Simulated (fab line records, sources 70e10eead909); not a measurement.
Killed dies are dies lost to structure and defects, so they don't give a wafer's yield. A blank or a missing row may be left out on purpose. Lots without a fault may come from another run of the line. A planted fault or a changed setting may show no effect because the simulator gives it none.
A struck lot beside a sound one | flow nand_harc | 15 steps out of a route of 1302
Sound: wafers L390.2, L390.3, L390.6. Struck: wafer L396.1. (L396.2, L396.5 of the same lot were not struck and are left out.) The cause comes at the end.
At each step with rows: each side's tool, then ch and its chambers, then its first start. Under that, the readings that differ: sound wafers | struck wafers | difference of the means | sigmas: that difference in standard deviations of wafers without a fault.
alike: readings whose means differ by less than 2 such deviations, and words and numbers that are the same on both sides. not compared: withheld readings, readings that some wafer has no value for, bounds like >300 that may hide the same value, and numbers for which the record gives no deviation and whose values overlap.
The two part at a step that has a row with sigmas, a row that says differs or no value, or rows on one side only. Numbers that don't overlap but have no deviation are shown without sigmas and don't part them. A reading that every wafer of one side lacks parts them only if that side has two wafers or more.

NHARC_A_BLC_INSPECT_12:
  sound on defect_inspect-02, day 23 20:00; struck on defect_inspect-01, day 26 18:31
  alike: raw_defect_count
then, 3 steps without rows for these wafers: NHARC_A_BLC_DESCUM_15 (chemistry O2, time 3 s); NHARC_A_BLC_ETCH_16 (etches the open film in CF4, target depth 39 nm, time 65 s); NHARC_A_BLC_ETCH_17 (etches the open film in N2/H2, target depth 390 nm, time 609.38 s).
NHARC_A_BLC_ETCH_18: etches the open film in C4F8/O2/Ar, target depth 910 nm.
  sound on rie_diel-01 ch 1,3; struck on rie_diel-01 ch 2
  alike: bias_w, oes_product_au, rf_vpp_V
  not compared: rf_hours_counter_h
NHARC_A_BLC_CD_MEAS_19:
  sound on cd_sem-03, day 23 21:02; struck on cd_sem-01, day 26 19:33
  alike: cd_nm
NHARC_A_BLC_STRIP_29: strips in CF4.
  sound on rie_diel-02 ch 1,2, day 23 21:07; struck on rie_diel-02 ch 0, day 26 19:38
  alike: drypump_motor_current_A, oes_product_au, rf_vpp_V, showerhead_plenum_p_Torr, throttle_valve_pct
  not compared: rf_hours_counter_h
then, 2 steps without rows for these wafers: NHARC_A_BLC_STRIP_21 (strips in O2); NHARC_A_BLC_STRIP_22 (strips in post etch residue remover, time 600 s).
NHARC_A_BLC_DEGAS_30: time 60 s.
  sound on pvd_sputter-02, day 23 21:38; struck on pvd_sputter-03, day 26 20:11
  alike: heater_power_w
then, 1 step without rows for these wafers: NHARC_A_BLC_PRE_CLEAN_31 (time 15 s).
NHARC_A_BLC_PVD_32: deposits Ti, target thk 5 nm, time 17.7 s.
  sound on pvd_sputter-02; struck on pvd_sputter-03
  alike: throttle_valve_pct
NHARC_A_BLC_ALD_23: deposits TiN, target thk 3 nm, pulse time 1 s, ald cycles 150.
  sound on ald_metal-04 ch 1,3, day 23 21:52; struck on ald_metal-04 ch 3, day 26 20:27
  reading            | sound         | struck | difference | sigmas
  ald_cycles         | 150 150 150   | 70     | -80        |
  heater_power_w (W) | 897 1199 1178 | 864    | -227       | -2
  alike: heater_power_outer_w, precursor_pulse_height_rel
  not compared: since_wet_clean_h
NHARC_A_BLC_CVD_24: deposits W, target thk 150 nm, time 434 s.
  sound on cvd_w-02 ch 0,1; struck on cvd_w-02 ch 1
  alike: heater_power_outer_w, heater_power_w, mfc_h2_sccm, throttle_valve_pct
  not compared: since_wet_clean_h
NHARC_END_SORT_01:
  the record has rows for the struck wafers here (prober-01 ch 0, day 28 14:14) and none for the sound ones

WHERE THEY PART
First at NHARC_A_BLC_ALD_23; last, within this record, at NHARC_END_SORT_01.

WHY: what the simulator had put in
Process parameter drift: ald_metal-04, from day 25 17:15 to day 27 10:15, at NHARC_A_BLC_ALD_23. Setting ald_cycles, moved by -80, from 150. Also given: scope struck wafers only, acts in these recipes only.
